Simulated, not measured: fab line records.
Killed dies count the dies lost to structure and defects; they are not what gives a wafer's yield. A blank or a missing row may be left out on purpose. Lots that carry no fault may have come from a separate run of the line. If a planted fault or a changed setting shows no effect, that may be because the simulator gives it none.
8D (eight disciplines) problem report, filled in by code    flow nand_harc    the parts of the form that need people (team, actions taken, sign-off) are left out

1. THE PROBLEM
Wafers with no fault read 28.9 s with a standard deviation of 2.5, whereas time_to_endpoint_s at NHARC_P_M0_CMP_23 reads a mean of 18.1 s on 1 wafer of 1 lot. That is -4.3 standard deviations from the usual mean.
The step: polishes, t overpolish 20 s, target thk 117.53 nm.
Seen first at day 8 23:54 on cmp-02, wafer L710.4. The record has a number at this step for 36 wafers belonging to 12 lots. Rule for "out", or "out of limits": more than 4 standard deviations from the usual mean. The other wafers with a number count as sound.

2. WHAT THIS IS AND IS NOT
question                     is                  is not
which readings at this step  time_to_endpoint_s  motor_current_A
which lots                   L710                L697, L698, L699, L700, L701, L703, L704, L705, L717, L719, L720
which wafers of those lots   L710.4              L710.2, L710.5
read on which tools          cmp-02              cmp-01, cmp-03
when                         from day 8 23:54    up to then (26 sound wafers); but 9 sound wafers of L717, L719, L720 came after

3. WHAT RULES OUT EACH SUSPECT
Counting: any tool at a process step up to the reading remains a suspect provided it ran every lot that is out. Sound lots after the first of them don't rule it out here, since some wafers of a struck lot are sound.
- rie_diel-10 at NHARC_P_M0_ETCH_34 (etches the open film in N2/H2, target depth 40 nm, overetch 12 nm, time 43.94 s): kept. It processed L710, the lot that is out, at day 8 21:52, and its most recent sound lot before then was L703 at day 7 16:19.
- ecd_cu-02 at NHARC_P_M0_ECD_22 (material Cu, target thk 400 nm): kept. It processed L710, the lot that is out, at day 8 23:08, and its most recent sound lot before then was L705 at day 7 23:02.
- cmp-02 at NHARC_P_M0_CMP_23 (polishes, t overpolish 20 s, target thk 117.53 nm): kept. It processed L710, the lot that is out, at day 8 23:54, and its most recent sound lot before then was L697 at day 5 15:29. On those wafers its own readings are out: time_to_endpoint_s.
- In rie_diel-10 at NHARC_P_M0_ETCH_34, the wafers that are out were processed in chamber 3 and their sound lot-mates in chambers 1, 2.
- Within ecd_cu-02 at NHARC_P_M0_ECD_22, the wafers that are out were processed in chamber 1 and their sound lot-mates in chamber 0.
- In cmp-02 at NHARC_P_M0_CMP_23, the wafers that are out were processed in chamber 1 and their sound lot-mates in chambers 0, 2.
rie_diel-10 at NHARC_P_M0_ETCH_34, ecd_cu-02 at NHARC_P_M0_ECD_22 and cmp-02 at NHARC_P_M0_CMP_23 are what is left after counting.

4. THE CAUSE (what the simulator had put in)
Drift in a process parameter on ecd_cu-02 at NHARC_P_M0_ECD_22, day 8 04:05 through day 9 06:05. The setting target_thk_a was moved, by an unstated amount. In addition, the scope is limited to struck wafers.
Counting left 3 suspects, and this tool is among them.

5. THE CHAIN OF EFFECTS, in route order
Each row: a reading whose mean over the struck wafers that have a number lies more than 3 standard deviations from the usual. Readings are gone through only where the record gives a usual standard deviation; hours: the median, over the lots, of the time from a lot's start at the first step in this table giving one to that lot's start at this step; sigmas: the change measured in usual standard deviations.
hours  step               reading             usual   on struck wafers  change  sigmas
0      NHARC_P_M0_CMP_23  time_to_endpoint_s  28.9 s  18.1              -10.8   -4.3
Process steps it contains:
- NHARC_P_M0_CMP_23: polishes, t overpolish 20 s, target thk 117.53 nm.
Later steps that measure or inspect, where all struck wafers having a row at the step show a number for every such reading and not one has moved that far: NHARC_P_M0_THK_MEAS_24, NHARC_END_SORT_01.

6. WHAT WOULD HAVE CAUGHT IT SOONER
In this record the first reading out of limits was taken at day 8 23:54, 20 hours after the fault began at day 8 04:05.
An alarm limit of 4 standard deviations would not have fired on the tool readings at NHARC_P_M0_ECD_22 for which the record gives a usual standard deviation, since none of them was out on any struck wafer.
The start of NHARC_P_M0_ECD_22 on ecd_cu-02 came by day 8 23:54 for every one of the lots that are out (1). Holding the tool at that point would not have protected any of them.
